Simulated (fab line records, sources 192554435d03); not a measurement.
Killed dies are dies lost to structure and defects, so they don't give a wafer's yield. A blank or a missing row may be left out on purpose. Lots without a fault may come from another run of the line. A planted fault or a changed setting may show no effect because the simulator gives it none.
Which tool did it? | flow n5_finfet | 24 lots, 72 wafers sampled, at 6 steps of a route of 1938

WHAT THE GAUGES READ, wafer by wafer
N5_FIN_SAQP_CD_MEAS_31: target cd 8 nm.
lot  | measured    | on        | cd_nm (nm)
L074 | day 2 02:28 | cd_sem-01 | 8.41 8.11 8.27
L075 | day 2 08:38 | cd_sem-01 | 7.90 8.55 8.04
L076 | day 2 14:19 | cd_sem-03 | 7.98 8.02 8.01
L077 | day 2 20:45 | cd_sem-03 | 8.42 7.96 8.15
L078 | day 3 04:40 | cd_sem-01 | 7.83 7.79 8.23
L079 | day 3 08:40 | cd_sem-01 | 7.76 7.82 8.04
L080 | day 3 13:38 | cd_sem-02 | 8.48 7.93 8.03
L081 | day 4 00:05 | cd_sem-02 | 7.92 8.21 7.76
L082 | day 4 05:16 | cd_sem-03 | 8.47 8.14 8.33
L083 | day 4 08:35 | cd_sem-01 | 8.53 7.93 8.24
L084 | day 4 15:29 | cd_sem-03 | 8.16 7.62 7.94
L085 | day 4 20:29 | cd_sem-03 | 8.05 8.00 7.96
L086 | day 5 04:22 | cd_sem-02 | 7.67 8.04 7.73
L087 | day 5 09:22 | cd_sem-03 | 7.86 8.67 8.17
L088 | day 5 14:56 | cd_sem-02 | 7.97 8.33 8.06
L089 | day 5 21:08 | cd_sem-03 | 8.59 8.11 8.34
L090 | day 6 04:47 | cd_sem-01 | 8.16 7.50 7.96
L091 | day 6 09:23 | cd_sem-02 | 8.39 8.30 7.76
L092 | day 6 14:49 | cd_sem-03 | 8.03 8.21 8.13
L093 | day 6 19:52 | cd_sem-03 | 7.99 8.08 7.85
L094 | day 7 01:49 | cd_sem-01 | 8.02 8.59 8.22
L095 | day 7 08:41 | cd_sem-02 | 8.20 8.09 8.23
L096 | day 7 13:44 | cd_sem-03 | 8.26 8.40 8.36
L097 | day 7 20:52 | cd_sem-02 | 8.35 8.26 8.10

WHICH TOOL RAN EACH LOT (tool, then ch and the chambers of the sampled wafers, then the start)
lot  | N5_ZERO_LAYER_PECVD_02         | N5_WELL_APT_RTA_34              | N5_FIN_SAQP_ETCH_52               | N5_FIN_SAQP_RECESS_75             | N5_FIN_SAQP_SPACER2_ETCHBACK_29
L074 | pecvd-03 ch 1,2, day 1 12:17   | rtp_anneal-01 ch 0, day 1 15:49 | rie_diel-03 ch 2,3, day 1 22:35   | vapor_etch-01 ch 0,1, day 1 23:30 | rie_diel-03 ch 0,1, day 2 02:16
L075 | pecvd-03 ch 0,1,2, day 1 18:18 | rtp_anneal-01 ch 0, day 1 22:14 | rie_diel-03 ch 1,2, day 2 04:27   | vapor_etch-02 ch 0,1, day 2 05:20 | rie_diel-01 ch 0,2,3, day 2 08:26
L076 | pecvd-01 ch 1,2, day 2 00:28   | rtp_anneal-02 ch 0, day 2 04:04 | rie_diel-03 ch 0,2, day 2 10:43   | vapor_etch-01 ch 0, day 2 11:21   | rie_diel-06 ch 0,1,3, day 2 14:07
L077 | pecvd-03 ch 0,1, day 2 06:17   | rtp_anneal-01 ch 0, day 2 09:44 | rie_diel-03 ch 0,1,3, day 2 17:14 | vapor_etch-01 ch 0,1, day 2 17:52 | rie_diel-06 ch 0,1, day 2 20:33
L078 | pecvd-01 ch 0,2, day 2 12:18   | rtp_anneal-01 ch 0, day 2 16:10 | rie_diel-01 ch 0,1, day 2 22:58   | vapor_etch-02 ch 0,1, day 3 01:17 | rie_diel-06 ch 2,3, day 3 04:28
L079 | pecvd-03 ch 0, day 2 18:17     | rtp_anneal-01 ch 0, day 2 22:24 | rie_diel-06 ch 0,1,3, day 3 04:10 | vapor_etch-01 ch 0,1, day 3 04:48 | rie_diel-03 ch 0,2,3, day 3 08:28
L080 | pecvd-03 ch 0, day 3 00:17     | rtp_anneal-02 ch 0, day 3 03:56 | rie_diel-06 ch 0,1,2, day 3 09:50 | vapor_etch-01 ch 0,1, day 3 10:27 | rie_diel-03 ch 0,2, day 3 13:26
L081 | pecvd-03 ch 0, day 3 06:17     | rtp_anneal-02 ch 0, day 3 10:05 | rie_diel-01 ch 1,3, day 3 16:17   | vapor_etch-02 ch 0,1, day 3 16:55 | rie_diel-03 ch 0,2, day 3 23:53
L082 | pecvd-01 ch 1,2, day 3 12:17   | rtp_anneal-01 ch 0, day 3 16:06 | rie_diel-03 ch 2,3, day 3 23:31   | vapor_etch-02 ch 0,1, day 4 00:08 | rie_diel-03 ch 0,2,3, day 4 05:04
L083 | pecvd-01 ch 0,1, day 3 18:28   | rtp_anneal-02 ch 0, day 3 22:25 | rie_diel-03 ch 2,3, day 4 04:41   | vapor_etch-01 ch 0,1, day 4 05:19 | rie_diel-06 ch 0,3, day 4 08:21
L084 | pecvd-01 ch 0,1,2, day 4 00:28 | rtp_anneal-01 ch 0, day 4 04:59 | rie_diel-03 ch 1,3, day 4 11:32   | vapor_etch-01 ch 0,1, day 4 12:16 | rie_diel-01 ch 2,3, day 4 15:17
L085 | pecvd-04 ch 0,2, day 4 06:28   | rtp_anneal-02 ch 0, day 4 10:18 | rie_diel-06 ch 1,2, day 4 16:50   | vapor_etch-01 ch 0,1, day 4 17:27 | rie_diel-06 ch 1,2,3, day 4 20:17
L086 | pecvd-04 ch 0,2, day 4 12:17   | rtp_anneal-02 ch 0, day 4 15:47 | rie_diel-01 ch 2,3, day 4 22:59   | vapor_etch-02 ch 0,1, day 4 23:35 | rie_diel-03 ch 0,3, day 5 04:10
L087 | pecvd-01 ch 0,1,2, day 4 18:17 | rtp_anneal-02 ch 0, day 4 22:21 | rie_diel-06 ch 0,2, day 5 05:04   | vapor_etch-01 ch 0,1, day 5 05:51 | rie_diel-01 ch 1,3, day 5 09:10
L088 | pecvd-04 ch 0,1, day 5 00:17   | rtp_anneal-02 ch 0, day 5 05:02 | rie_diel-01 ch 0,2, day 5 11:17   | vapor_etch-02 ch 0, day 5 11:56   | rie_diel-01 ch 2,3, day 5 14:44
L089 | pecvd-04 ch 0,2, day 5 06:18   | rtp_anneal-01 ch 0, day 5 10:31 | rie_diel-06 ch 1,2,3, day 5 16:35 | vapor_etch-02 ch 0,1, day 5 17:12 | rie_diel-01 ch 0,2,3, day 5 20:57
L090 | pecvd-01 ch 1,2, day 5 12:17   | rtp_anneal-01 ch 0, day 5 15:58 | rie_diel-06 ch 0,1, day 5 23:33   | vapor_etch-02 ch 0,1, day 6 00:41 | rie_diel-01 ch 2,3, day 6 04:35
L091 | pecvd-04 ch 0,2, day 5 18:17   | rtp_anneal-02 ch 0, day 5 21:56 | rie_diel-06 ch 1,2,3, day 6 05:25 | vapor_etch-01 ch 0,1, day 6 06:19 | rie_diel-01 ch 1,2,3, day 6 09:11
L092 | pecvd-04 ch 0,1, day 6 00:17   | rtp_anneal-01 ch 0, day 6 03:40 | rie_diel-03 ch 1,2,3, day 6 09:23 | vapor_etch-01 ch 0,1, day 6 10:04 | rie_diel-06 ch 2,3, day 6 14:35
L093 | pecvd-03 ch 0,1, day 6 06:17   | rtp_anneal-02 ch 0, day 6 10:22 | rie_diel-01 ch 0,2,3, day 6 16:19 | vapor_etch-01 ch 0,1, day 6 16:59 | rie_diel-01 ch 0,1, day 6 19:40
L094 | pecvd-03 ch 0,2, day 6 12:17   | rtp_anneal-01 ch 0, day 6 15:57 | rie_diel-03 ch 0,1,2, day 6 21:42 | vapor_etch-01 ch 0,1, day 6 22:19 | rie_diel-03 ch 0,1, day 7 01:37
L095 | pecvd-03 ch 0,1, day 6 18:18   | rtp_anneal-01 ch 0, day 6 21:47 | rie_diel-01 ch 0,2,3, day 7 04:29 | vapor_etch-02 ch 0,1, day 7 05:07 | rie_diel-03 ch 0,1,2, day 7 08:29
L096 | pecvd-01 ch 0,1,2, day 7 00:17 | rtp_anneal-01 ch 0, day 7 04:19 | rie_diel-01 ch 0,1,2, day 7 10:10 | vapor_etch-01 ch 0,1, day 7 10:47 | rie_diel-03 ch 0,2, day 7 13:32
L097 | pecvd-01 ch 0,1,2, day 7 06:17 | rtp_anneal-02 ch 0, day 7 09:52 | rie_diel-03 ch 0,1, day 7 15:49   | vapor_etch-01 ch 0,1, day 7 16:25 | rie_diel-01 ch 0,1,2, day 7 20:40
- N5_ZERO_LAYER_PECVD_02: deposits SiO2 from SiH4/N2O, target thk 10 nm, time 6 s.
- N5_WELL_APT_RTA_34: time 10 s.
- N5_FIN_SAQP_ETCH_52: etches SOC in N2/H2, target depth 100 nm, overetch 20 nm, time 150 s.
- N5_FIN_SAQP_RECESS_75: chemistry HF/NH3, target SiO2, target depth 14.4 nm, afs cycles 3, sublimation time 60 s.
- N5_FIN_SAQP_SPACER2_ETCHBACK_29: etches SiO2 in CHF3/O2, target depth 12.2 nm, time 6.1 s.

WHAT THE TOOLS THEMSELVES READ (means of the sampled wafers that have a number; where no wafer has one, the mark that the record gives instead)
N5_ZERO_LAYER_PECVD_02.
lot  | tool     | heater_power_w (W) | showerhead_plenum_p_Torr (Torr)
L074 | pecvd-03 | 783                | 8.12
L075 | pecvd-03 | 843                | 8.05
L076 | pecvd-01 | 694                | 8.07
L077 | pecvd-03 | 762                | 8.06
L078 | pecvd-01 | 731                | 7.99
L079 | pecvd-03 | 901                | 7.97
L080 | pecvd-03 | 882                | 7.98
L081 | pecvd-03 | 915                | 7.97
L082 | pecvd-01 | 690                | 8.07
L083 | pecvd-01 | 757                | 7.88
L084 | pecvd-01 | 686                | 7.98
L085 | pecvd-04 | 848                | 8.15
L086 | pecvd-04 | 752                | 8.18
L087 | pecvd-01 | 711                | 7.98
L088 | pecvd-04 | 680                | 8.16
L089 | pecvd-04 | 723                | 8.18
L090 | pecvd-01 | 634                | 8.06
L091 | pecvd-04 | 792                | 8.19
L092 | pecvd-04 | 701                | 8.17
L093 | pecvd-03 | 862                | 8.06
L094 | pecvd-03 | 931                | 8.04
L095 | pecvd-03 | 897                | 8.01
L096 | pecvd-01 | 709                | 7.98
L097 | pecvd-01 | 735                | 7.99

N5_WELL_APT_RTA_34.
lot  | tool          | lamp_power_pct (%) | lamp_zone_7_pct (%) | wafer_temp_C_max
L074 | rtp_anneal-01 | 13.00              | 13.44               | 1004.7
L075 | rtp_anneal-01 | 12.97              | 13.42               | 1002.9
L076 | rtp_anneal-02 | 12.97              | 13.39               | 1003.5
L077 | rtp_anneal-01 | 13.00              | 13.43               | 1004.8
L078 | rtp_anneal-01 | 13.00              | 13.41               | 1003.5
L079 | rtp_anneal-01 | 13.00              | 13.40               | 1004.0
L080 | rtp_anneal-02 | 13.06              | 13.42               | 1003.1
L081 | rtp_anneal-02 | 12.99              | 13.45               | 1005.1
L082 | rtp_anneal-01 | 13.04              | 13.43               | 1003.7
L083 | rtp_anneal-02 | 13.01              | 13.41               | 1003.7
L084 | rtp_anneal-01 | 12.97              | 13.44               | 1003.1
L085 | rtp_anneal-02 | 12.98              | 13.42               | 1004.2
L086 | rtp_anneal-02 | 13.01              | 13.42               | 1003.3
L087 | rtp_anneal-02 | 13.04              | 13.46               | 1004.0
L088 | rtp_anneal-02 | 13.00              | 13.44               | 1004.6
L089 | rtp_anneal-01 | 13.01              | 13.41               | 1003.7
L090 | rtp_anneal-01 | 13.02              | 13.43               | 1003.0
L091 | rtp_anneal-02 | 12.96              | 13.42               | 1004.5
L092 | rtp_anneal-01 | 13.00              | 13.44               | 1003.6
L093 | rtp_anneal-02 | 13.01              | 13.43               | 1002.7
L094 | rtp_anneal-01 | 12.94              | 13.42               | 1003.9
L095 | rtp_anneal-01 | 13.01              | 13.39               | 1003.2
L096 | rtp_anneal-01 | 12.99              | 13.44               | 1003.5
L097 | rtp_anneal-02 | 13.08              | 13.42               | 1003.8

N5_FIN_SAQP_ETCH_52.
lot  | tool        | bias_w (W) | drypump_motor_current_A (A) | h2_flow_sccm (sccm) | oes_product_au (a.u.) | rf_vpp_V (V) | showerhead_plenum_p_Torr (Torr) | throttle_valve_pct (%)
L074 | rie_diel-03 | 149.6      | 5.6                         | 199.5               | 0.65                  | 524.0        | 2.55                            | 17.95
L075 | rie_diel-03 | 150.2      | 5.6                         | 200.0               | 0.62                  | 524.9        | 2.58                            | 18.18
L076 | rie_diel-03 | 150.1      | 5.5                         | 200.2               | 0.63                  | 525.5        | 2.62                            | 18.24
L077 | rie_diel-03 | 149.8      | 5.9                         | 200.1               | 0.63                  | 524.7        | 2.54                            | 18.06
L078 | rie_diel-01 | 149.8      | 6.6                         | 199.3               | 0.71                  | 525.6        | 2.62                            | 17.78
L079 | rie_diel-06 | 150.0      | 5.7                         | 200.1               | 0.69                  | 523.8        | 2.55                            | 18.01
L080 | rie_diel-06 | 150.3      | 5.6                         | 199.8               | 0.67                  | 525.2        | 2.57                            | 18.00
L081 | rie_diel-01 | 149.7      | 5.8                         | 199.9               | 0.71                  | 524.7        | 2.55                            | 17.78
L082 | rie_diel-03 | 150.0      | 5.6                         | 200.4               | 0.64                  | 523.5        | 2.55                            | 17.99
L083 | rie_diel-03 | 149.8      | 5.6                         | 200.0               | 0.64                  | 524.0        | 2.54                            | 17.99
L084 | rie_diel-03 | 149.8      | 5.9                         | 199.8               | 0.80                  | 522.5        | 2.50                            | 17.75
L085 | rie_diel-06 | 149.7      | 5.9                         | 200.7               | 0.79                  | 527.2        | 2.69                            | 17.72
L086 | rie_diel-01 | 149.9      | 5.4                         | 200.2               | 0.65                  | 523.2        | 2.53                            | 18.04
L087 | rie_diel-06 | 150.1      | 5.4                         | 200.1               | 0.67                  | 526.1        | 2.65                            | 18.12
L088 | rie_diel-01 | 149.7      | 6.2                         | 200.5               | 0.63                  | 526.1        | 2.59                            | 18.05
L089 | rie_diel-06 | 149.9      | 5.8                         | 200.5               | 0.72                  | 525.3        | 2.63                            | 18.01
L090 | rie_diel-06 | 149.7      | 5.7                         | 200.0               | 0.80                  | 528.4        | 2.70                            | 17.64
L091 | rie_diel-06 | 149.9      | 5.8                         | 199.9               | 0.72                  | 526.5        | 2.63                            | 18.00
L092 | rie_diel-03 | 149.5      | 5.7                         | 200.3               | 0.76                  | 524.2        | 2.53                            | 17.81
L093 | rie_diel-01 | 149.8      | 5.8                         | 200.2               | 0.64                  | 524.3        | 2.55                            | 18.07
L094 | rie_diel-03 | 150.3      | 5.7                         | 199.7               | 0.84                  | 524.4        | 2.57                            | 17.80
L095 | rie_diel-01 | 149.9      | 5.8                         | 199.8               | 0.63                  | 523.6        | 2.55                            | 18.07
L096 | rie_diel-01 | 150.1      | 6.2                         | 200.0               | 0.68                  | 524.0        | 2.57                            | 17.83
L097 | rie_diel-03 | 149.8      | 5.9                         | 199.8               | 0.83                  | 524.4        | 2.55                            | 17.82

N5_FIN_SAQP_RECESS_75.
lot  | tool          | drypump_motor_current_A (A)
L074 | vapor_etch-01 | 5.6
L075 | vapor_etch-02 | 6.2
L076 | vapor_etch-01 | 6.0
L077 | vapor_etch-01 | 5.3
L078 | vapor_etch-02 | 6.2
L079 | vapor_etch-01 | 5.3
L080 | vapor_etch-01 | 5.7
L081 | vapor_etch-02 | 6.2
L082 | vapor_etch-02 | 6.2
L083 | vapor_etch-01 | 5.3
L084 | vapor_etch-01 | 5.6
L085 | vapor_etch-01 | 5.3
L086 | vapor_etch-02 | 6.1
L087 | vapor_etch-01 | 5.3
L088 | vapor_etch-02 | 6.2
L089 | vapor_etch-02 | 6.2
L090 | vapor_etch-02 | 6.2
L091 | vapor_etch-01 | 5.3
L092 | vapor_etch-01 | 5.7
L093 | vapor_etch-01 | 5.6
L094 | vapor_etch-01 | 5.7
L095 | vapor_etch-02 | 6.2
L096 | vapor_etch-01 | 5.7
L097 | vapor_etch-01 | 5.3

N5_FIN_SAQP_SPACER2_ETCHBACK_29.
lot  | tool        | bias_w (W) | drypump_motor_current_A (A) | mfc_ar_sccm (sccm) | oes_product_au (a.u.) | rf_vpp_V (V) | showerhead_plenum_p_Torr (Torr) | throttle_valve_pct (%)
L074 | rie_diel-03 | 169.7      | 6.0                         | 199.9              | 0.69                  | 520          | 2.42                            | 19.27
L075 | rie_diel-01 | 170.2      | 5.8                         | 199.9              | 0.73                  | 515          | 2.43                            | 19.04
L076 | rie_diel-06 | 170.4      | 5.6                         | 200.4              | 0.78                  | 524          | 2.41                            | 19.02
L077 | rie_diel-06 | 169.8      | 5.4                         | 200.4              | 0.79                  | 530          | 2.46                            | 18.94
L078 | rie_diel-06 | 170.3      | 5.6                         | 199.8              | 0.77                  | 519          | 2.43                            | 19.14
L079 | rie_diel-03 | 170.0      | 5.7                         | 200.2              | 0.71                  | 521          | 2.44                            | 19.12
L080 | rie_diel-03 | 170.1      | 5.7                         | 199.5              | 0.69                  | 528          | 2.48                            | 19.31
L081 | rie_diel-03 | 170.4      | 5.5                         | 199.4              | 0.68                  | 522          | 2.47                            | 19.29
L082 | rie_diel-03 | 170.4      | 5.7                         | 200.3              | 0.69                  | 520          | 2.44                            | 19.13
L083 | rie_diel-06 | 170.7      | 5.3                         | 199.7              | 0.81                  | 529          | 2.49                            | 19.01
L084 | rie_diel-01 | 169.7      | 5.4                         | 200.3              | 0.72                  | 512          | 2.39                            | 19.07
L085 | rie_diel-06 | 170.0      | 5.8                         | 199.3              | 0.82                  | 523          | 2.49                            | 18.99
L086 | rie_diel-03 | 169.6      | 5.9                         | 200.3              | 0.69                  | 524          | 2.44                            | 19.16
L087 | rie_diel-01 | 170.3      | 6.1                         | 200.8              | 0.86                  | 525          | 2.43                            | 18.67
L088 | rie_diel-01 | 170.2      | 5.4                         | 200.2              | 0.72                  | 517          | 2.39                            | 19.04
L089 | rie_diel-01 | 169.7      | 5.8                         | 200.6              | 0.70                  | 515          | 2.42                            | 19.08
L090 | rie_diel-01 | 170.4      | 5.4                         | 200.5              | 0.71                  | 517          | 2.39                            | 19.04
L091 | rie_diel-01 | 170.2      | 5.7                         | 200.1              | 0.77                  | 518          | 2.41                            | 18.89
L092 | rie_diel-06 | 169.8      | 5.6                         | 200.6              | 0.72                  | 523          | 2.45                            | 19.17
L093 | rie_diel-01 | 170.1      | 6.5                         | 200.0              | 0.82                  | 523          | 2.46                            | 18.73
L094 | rie_diel-03 | 170.3      | 6.0                         | 199.6              | 0.92                  | 520          | 2.41                            | 18.92
L095 | rie_diel-03 | 170.0      | 5.7                         | 199.9              | 0.92                  | 522          | 2.43                            | 18.92
L096 | rie_diel-03 | 169.4      | 5.5                         | 199.7              | 0.91                  | 521          | 2.46                            | 18.90
L097 | rie_diel-01 | 169.8      | 6.2                         | 200.0              | 0.75                  | 516          | 2.43                            | 18.95

THE ANSWER, worked out from the rows above alone
Rule: what is usual is taken from the lots themselves. Put in order of their means at a reading, lots are off if they are a third of the lots or fewer, leave a main group of 4 or more, and stand apart from it by a gap of 3 or more times the standard deviation of the main group's means; of several such gaps the widest counts. A main group whose means are all the same, to the digits that the tables above print for the reading, isn't used. A lot without any number at a reading at which 4 lots or more have one is off too. The other lots that the step has rows for count as sound. The gauges are gone through in route order, then the tools' own readings, and for those a lot's mean is taken as printed above. The first step at which some lot is off is used, and at that step the reading that is off furthest; a lot without a number counts as furthest.
No lot is off at any reading shown: from this, nothing can be told.

WHAT THE SIMULATOR HAD PUT IN
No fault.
